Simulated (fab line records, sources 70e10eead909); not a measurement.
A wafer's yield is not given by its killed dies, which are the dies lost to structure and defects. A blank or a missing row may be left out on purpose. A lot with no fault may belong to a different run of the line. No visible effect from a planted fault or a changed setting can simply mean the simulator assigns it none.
Which tool did it? + flow nand_harc + 12 lots, 36 wafers sampled, at 5 steps of a route of 1159

WHAT EACH GAUGE READ, for each wafer
NHARC_END_SORT_01. Usual: defect_limited_yield 95.1 %, standard deviation 1.8; killed_at_array 29, standard deviation 11; killed_at_other 0.6, standard deviation 0.89; killed_at_periphery 3.8, standard deviation 2.8; killed_dies 33, standard deviation 12; killed_open 3.5, standard deviation 1.9; killed_short 1.9, standard deviation 1.3; sort_bin_2_pct 1.5 %, standard deviation 0.72; sort_bin_3_pct 0.28 %, standard deviation 0.23; sort_bin_4_pct 3.1 %, standard deviation 1.2; sort_n_pass 644, standard deviation 12; sort_rim_yield_pct 94.8 %, standard deviation 2.9; sort_yield_pct 95.1 %, standard deviation 1.8.
| lot  | measured     | on        | defect_limited_yield (%) | killed_at_array | killed_at_other | killed_at_periphery | killed_dies | killed_open | killed_short | sort_bin_2_pct (%) | sort_bin_3_pct (%) | sort_bin_4_pct (%) | sort_n_pass | sort_rim_yield_pct (%) | sort_yield_pct (%) | flag |
|------|--------------|-----------|--------------------------|-----------------|-----------------|---------------------|-------------|-------------|--------------|--------------------|--------------------|--------------------|-------------|------------------------|--------------------|------|
| L442 | day 20 00:26 | prober-01 | 92.9 94.5 93.5           | 41 31 42        | 2 2 0           | 5 4 2               | 48 37 44    | 4 6 4       | 2 2 0        | 1.9 2.2 2.7        | 0.44 0.30 0.30     | 4.7 3.0 3.5        | 629 640 633 | 89.6 97.2 90.6         | 92.9 94.5 93.5     |      |
| L444 | day 19 22:58 | prober-02 | 95.6 96.2 95.1           | 26 19 29        | 0 2 0           | 4 5 4               | 30 26 33    | 3 5 3       | 4 1 3        | 2.1 0.9 0.9        | 0.15 0.30 0        | 2.2 2.7 4.0        | 647 651 644 | 98.1 94.3 97.2         | 95.6 96.2 95.1     |      |
| L447 | day 21 02:50 | prober-02 | 95.0 97.3 95.7           | 29 16 22        | 0 1 0           | 5 1 7               | 34 18 29    | 6 0 2       | 0 2 2        | 1.6 0.9 1.9        | 0.15 0.30 0.15     | 3.2 1.5 2.2        | 643 659 648 | 98.1 96.2 95.3         | 95.0 97.3 95.7     |      |
| L450 | day 21 09:07 | prober-02 | 95.4 95.6 94.8           | 28 26 31        | 0 0 0           | 3 4 4               | 31 30 35    | 4 7 3       | 4 1 1        | 1.2 1.8 1.5        | 0.15 0 0.15        | 3.2 2.7 3.5        | 646 647 642 | 96.2 96.2 94.3         | 95.4 95.6 94.8     |      |
| L448 | day 21 10:04 | prober-01 | 95.7 93.8 94.2           | 24 36 29        | 0 0 0           | 5 6 10              | 29 42 39    | 2 5 5       | 3 1 1        | 0.6 2.1 2.1        | 0.44 0.15 0.59     | 3.2 4.0 3.1        | 648 635 638 | 97.2 93.4 92.5         | 95.7 93.8 94.2     |      |
| L451 | day 22 03:11 | prober-01 | 95.7 95.6 96.3           | 21 21 19        | 4 2 1           | 4 7 5               | 29 30 25    | 7 3 3       | 3 1 0        | 1.5 1.5 1.0        | 0.30 0 0.30        | 2.5 3.0 2.4        | 648 647 652 | 95.3 97.2 96.2         | 95.7 95.6 96.3     |      |
| L455 | day 23 04:53 | prober-01 | 95.7 96.2 95.1           | 27 26 30        | 0 0 0           | 2 0 3               | 29 26 33    | 3 0 1       | 3 0 3        | 1.2 1.6 1.6        | 0.15 0 0.44        | 3.0 2.2 2.8        | 648 651 644 | 94.3 92.5 93.4         | 95.7 96.2 95.1     |      |
| L458 | day 24 03:46 | prober-01 | 97.3 97.3 96.8           | 17 14 21        | 0 0 0           | 1 4 1               | 18 18 22    | 2 4 4       | 1 1 2        | 0.9 0.3 0.7        | 0 0.15 0           | 1.8 2.2 2.5        | 659 659 655 | 97.2 96.2 93.4         | 97.3 97.3 96.8     |      |
| L459 | day 24 10:44 | prober-02 | 97.8 96.6 95.4           | 11 19 28        | 1 2 3           | 3 2 0               | 15 23 31    | 3 4 4       | 1 2 2        | 0.4 1.0 1.5        | 0 0.15 0.44        | 1.8 2.2 2.7        | 662 654 646 | 97.2 95.3 98.1         | 97.8 96.6 95.4     |      |
| L462 | day 24 11:36 | prober-01 | 92.5 92.0 93.4           | 51 48 42        | 0 0 0           | 0 6 3               | 51 54 45    | 4 3 4       | 0 1 1        | 3.0 3.2 2.1        | 0.59 0 0.44        | 4.0 4.7 4.1        | 626 623 632 | 91.5 89.6 91.5         | 92.5 92.0 93.4     |      |
| L463 | day 25 02:22 | prober-01 | 91.1 90.7 91.3           | 51 58 53        | 0 0 0           | 9 5 6               | 60 63 59    | 5 2 2       | 2 2 3        | 3.1 2.7 3.0        | 0.30 1.03 0.59     | 5.5 5.6 5.2        | 617 614 618 | 93.4 97.2 88.7         | 91.1 90.7 91.3     |      |
| L464 | day 25 09:25 | prober-01 | 95.6 95.4 96.3           | 23 22 17        | 0 0 0           | 7 9 8               | 30 31 25    | 3 3 4       | 3 5 2        | 1.2 1.5 1.2        | 0.30 0.15 0.44     | 3.0 3.0 2.1        | 647 646 652 | 94.3 98.1 90.6         | 95.6 95.4 96.3     |      |

WHICH TOOL RAN EACH LOT (tool, then ch and the chambers of the sampled wafers, then the start)
| lot  | NHARC_A_M1_PRE_CLEAN_32         | NHARC_THIN_TSV_ETCH_15           | NHARC_THIN_TSV_ETCH_59            | NHARC_THIN_TSV_ANNEAL_58      |
|------|---------------------------------|----------------------------------|-----------------------------------|-------------------------------|
| L442 | pecvd-02 ch 1,2, day 18 01:31   | rie_si-02 ch 0,1,3, day 19 01:14 | rie_metal-03 ch 0,1, day 19 06:54 | furnace-01 ch 0, day 19 10:34 |
| L444 | pecvd-04 ch 0,1,2, day 18 04:51 | rie_si-06 ch 0,2,3, day 19 01:38 | rie_metal-01 ch 0,1, day 19 07:29 | furnace-01 ch 0, day 19 10:34 |
| L447 | pecvd-02 ch 0,2, day 19 07:42   | rie_si-02 ch 0,1,2, day 20 01:59 | rie_metal-01 ch 0,1, day 20 09:01 | furnace-01 ch 0, day 20 12:57 |
| L450 | pecvd-04 ch 1,2, day 19 23:44   | rie_si-03 ch 0,1,3, day 20 20:22 | rie_metal-03 ch 0,1, day 21 01:46 | furnace-08 ch 0, day 21 04:36 |
| L448 | pecvd-02 ch 0,2, day 20 00:08   | rie_si-02 ch 1,3, day 20 19:04   | rie_metal-02 ch 0,1, day 21 00:28 | furnace-08 ch 0, day 21 04:36 |
| L451 | pecvd-01 ch 0,2, day 20 17:48   | rie_si-03 ch 1,3, day 21 12:19   | rie_metal-01 ch 0,1, day 21 17:44 | furnace-08 ch 0, day 21 21:52 |
| L455 | pecvd-04 ch 1,2, day 21 17:22   | rie_si-06 ch 0,3, day 22 13:20   | rie_metal-02 ch 0,1, day 22 18:55 | furnace-04 ch 0, day 23 00:23 |
| L458 | pecvd-04 ch 0,1,2, day 22 13:39 | rie_si-02 ch 0,1, day 23 07:32   | rie_metal-03 ch 0,1, day 23 13:08 | furnace-08 ch 0, day 23 17:52 |
| L459 | pecvd-02 ch 0,1,2, day 23 01:58 | rie_si-06 ch 1,2,3, day 23 20:30 | rie_metal-02 ch 0,1, day 24 02:07 | furnace-08 ch 0, day 24 06:14 |
| L462 | pecvd-01 ch 0,2, day 23 03:56   | rie_si-03 ch 0,1,2, day 23 21:42 | rie_metal-01 ch 0,1, day 24 03:06 | furnace-08 ch 0, day 24 06:14 |
| L463 | pecvd-02 ch 1,2, day 23 16:58   | rie_si-02 ch 0,1,3, day 24 12:45 | rie_metal-01 ch 0,1, day 24 18:23 | furnace-04 ch 0, day 24 21:04 |
| L464 | pecvd-04 ch 1,2, day 23 20:35   | rie_si-03 ch 0,1,3, day 24 14:04 | rie_metal-03 ch 0,1, day 24 20:08 | furnace-01 ch 0, day 25 00:03 |
- NHARC_A_M1_PRE_CLEAN_32: time 12 s.
- NHARC_THIN_TSV_ETCH_15: target depth 3000 nm, bosch target overetch cycles 2, bosch etch step 2.8 s.
- NHARC_THIN_TSV_ETCH_59: etches the open film in Cl2/BCl3, target depth 880 nm, time 138.1 s.
- NHARC_THIN_TSV_ANNEAL_58: time 1800 s.

WHAT THE TOOLS THEMSELVES READ (means of the sampled wafers that have a number; where no wafer has one, the mark that the record gives instead)
NHARC_A_M1_PRE_CLEAN_32. Usual: heater_power_w 640 W, standard deviation 68.
| lot  | tool     | heater_power_w (W) | flag |
|------|----------|--------------------|------|
| L442 | pecvd-02 | 676                |      |
| L444 | pecvd-04 | 640                |      |
| L447 | pecvd-02 | 748                |      |
| L450 | pecvd-04 | 591                |      |
| L448 | pecvd-02 | 764                |      |
| L451 | pecvd-01 | 683                |      |
| L455 | pecvd-04 | 613                |      |
| L458 | pecvd-04 | 646                |      |
| L459 | pecvd-02 | 693                |      |
| L462 | pecvd-01 | 622                |      |
| L463 | pecvd-02 | 655                |      |
| L464 | pecvd-04 | 663                |      |

NHARC_THIN_TSV_ETCH_15. Usual: drypump_motor_current_A 6.0 A, standard deviation 0.58.
| lot  | tool      | drypump_motor_current_A (A) | flag |
|------|-----------|-----------------------------|------|
| L442 | rie_si-02 | 5.8                         |      |
| L444 | rie_si-06 | 5.9                         |      |
| L447 | rie_si-02 | 6.0                         |      |
| L450 | rie_si-03 | 6.1                         |      |
| L448 | rie_si-02 | 5.5                         |      |
| L451 | rie_si-03 | 6.5                         |      |
| L455 | rie_si-06 | 5.7                         |      |
| L458 | rie_si-02 | 6.1                         |      |
| L459 | rie_si-06 | 5.7                         |      |
| L462 | rie_si-03 | 6.1                         |      |
| L463 | rie_si-02 | 5.8                         |      |
| L464 | rie_si-03 | 6.1                         |      |

NHARC_THIN_TSV_ETCH_59. Usual: bias_w 100.0 W, standard deviation 0.31; drypump_motor_current_A 5.4 A, standard deviation 0.38; mfc_cl2_sccm 60.00 sccm, standard deviation 0.18; oes_product_au 0.999 a.u., standard deviation 0.0069; throttle_valve_pct 22.264 %, standard deviation 0.009.
| lot  | tool         | bias_w (W) | drypump_motor_current_A (A) | mfc_cl2_sccm (sccm) | oes_product_au (a.u.) | throttle_valve_pct (%) | flag |
|------|--------------|------------|-----------------------------|---------------------|-----------------------|------------------------|------|
| L442 | rie_metal-03 | 99.8       | 5.3                         | 59.89               | 0.989                 | 22.262                 |      |
| L444 | rie_metal-01 | 99.9       | 5.4                         | 60.20               | 0.998                 | 22.268                 |      |
| L447 | rie_metal-01 | 99.9       | 5.4                         | 59.95               | 0.998                 | 22.275                 |      |
| L450 | rie_metal-03 | 100.0      | 5.4                         | 60.00               | 1.002                 | 22.264                 |      |
| L448 | rie_metal-02 | 100.2      | 5.3                         | 59.98               | 1.003                 | 22.268                 |      |
| L451 | rie_metal-01 | 100.1      | 5.5                         | 60.05               | 0.994                 | 22.260                 |      |
| L455 | rie_metal-02 | 99.8       | 5.3                         | 59.95               | 1.002                 | 22.264                 |      |
| L458 | rie_metal-03 | 100.2      | 5.3                         | 59.98               | 1.002                 | 22.265                 |      |
| L459 | rie_metal-02 | 100.3      | 5.3                         | 59.82               | 0.996                 | 22.270                 |      |
| L462 | rie_metal-01 | 100.1      | 5.4                         | 59.88               | 1.003                 | 22.275                 |      |
| L463 | rie_metal-01 | 100.1      | 5.6                         | 60.04               | 1.004                 | 22.275                 |      |
| L464 | rie_metal-03 | 99.6       | 5.4                         | 60.01               | 0.999                 | 22.256                 |      |

NHARC_THIN_TSV_ANNEAL_58. Usual: spike_tc_bottom_C 424.7 C, standard deviation 1; spike_tc_centre_C 401.6 C, standard deviation 1.1; spike_tc_lower_C 400.4 C, standard deviation 1; spike_tc_top_C 430 C, standard deviation 3.1; spike_tc_upper_C 399.4 C, standard deviation 1.2.
| lot  | tool       | spike_tc_bottom_C (C) | spike_tc_centre_C (C) | spike_tc_lower_C (C) | spike_tc_top_C (C) | spike_tc_upper_C (C) | flag |
|------|------------|-----------------------|-----------------------|----------------------|--------------------|----------------------|------|
| L442 | furnace-01 | 424.8                 | 401.5                 | 399.3                | 427                | 398.5                |      |
| L444 | furnace-01 | 426.0                 | 400.8                 | 400.1                | 428                | 399.8                |      |
| L447 | furnace-01 | 424.6                 | 401.6                 | 400.2                | 429                | 398.6                |      |
| L450 | furnace-08 | 424.6                 | 400.8                 | 401.3                | 427                | 401.0                |      |
| L448 | furnace-08 | 424.3                 | 401.1                 | 400.2                | 427                | 399.8                |      |
| L451 | furnace-08 | 424.2                 | 402.0                 | 401.0                | 427                | 399.7                |      |
| L455 | furnace-04 | 424.0                 | 400.8                 | 398.9                | 436                | 398.7                |      |
| L458 | furnace-08 | 452.1                 | 430.7                 | 429.9                | 457                | 429.5                | OFF  |
| L459 | furnace-08 | 453.0                 | 431.1                 | 430.4                | 456                | 429.3                | OFF  |
| L462 | furnace-08 | 453.3                 | 431.1                 | 429.3                | 456                | 429.7                | OFF  |
| L463 | furnace-04 | 425.6                 | 401.8                 | 399.8                | 434                | 399.8                |      |
| L464 | furnace-01 | 425.9                 | 402.0                 | 400.2                | 428                | 399.8                |      |

THE ANSWER, worked out from the rows above alone
Rule: take the mean of a lot's wafers that have a number; if it is more than 3 standard deviations from the usual mean, the lot is off. A lot without any number at a reading at which 4 lots or more have one is off too. Where the step has rows for the other lots, those lots are counted as sound. The gauges are gone through in route order, then the tools' own readings, and for those a lot's mean is taken as printed above. The first step at which some lot is off is used, and at that step the reading that is off furthest; a lot without a number counts as furthest.
Off, at NHARC_THIN_TSV_ANNEAL_58 on spike_tc_lower_C: L458, L459, L462.
If a tool, at that step or one of the process steps before it, ran each lot that is off and ran no sound lot following the first of them, it fits. One candidate fits, namely furnace-08 at NHARC_THIN_TSV_ANNEAL_58. Its last sound lot is L451 (day 21 21:52), its first lot that is off L458 (day 23 17:52): a fault that began between those two fits.
The tool's own readings at NHARC_THIN_TSV_ANNEAL_58 bear it out: on the lots that are off they differ by more than 5 times the standard deviation of the sound lots' means. spike_tc_bottom_C reads 452.8 C there against 424.9 C on the sound lots; spike_tc_centre_C reads 431.0 C there against 401.4 C on the sound lots; spike_tc_lower_C reads 429.9 C there against 400.1 C on the sound lots; spike_tc_top_C reads 456 C there against 429 C on the sound lots; spike_tc_upper_C reads 429.5 C there against 399.5 C on the sound lots.

WHAT WAS PUT IN BY THE SIMULATOR
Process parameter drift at NHARC_THIN_TSV_ANNEAL_58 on furnace-08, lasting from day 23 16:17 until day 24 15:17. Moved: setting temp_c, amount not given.
Struck lots among those shown: L458, L459, L462. The same result came from the rule above.
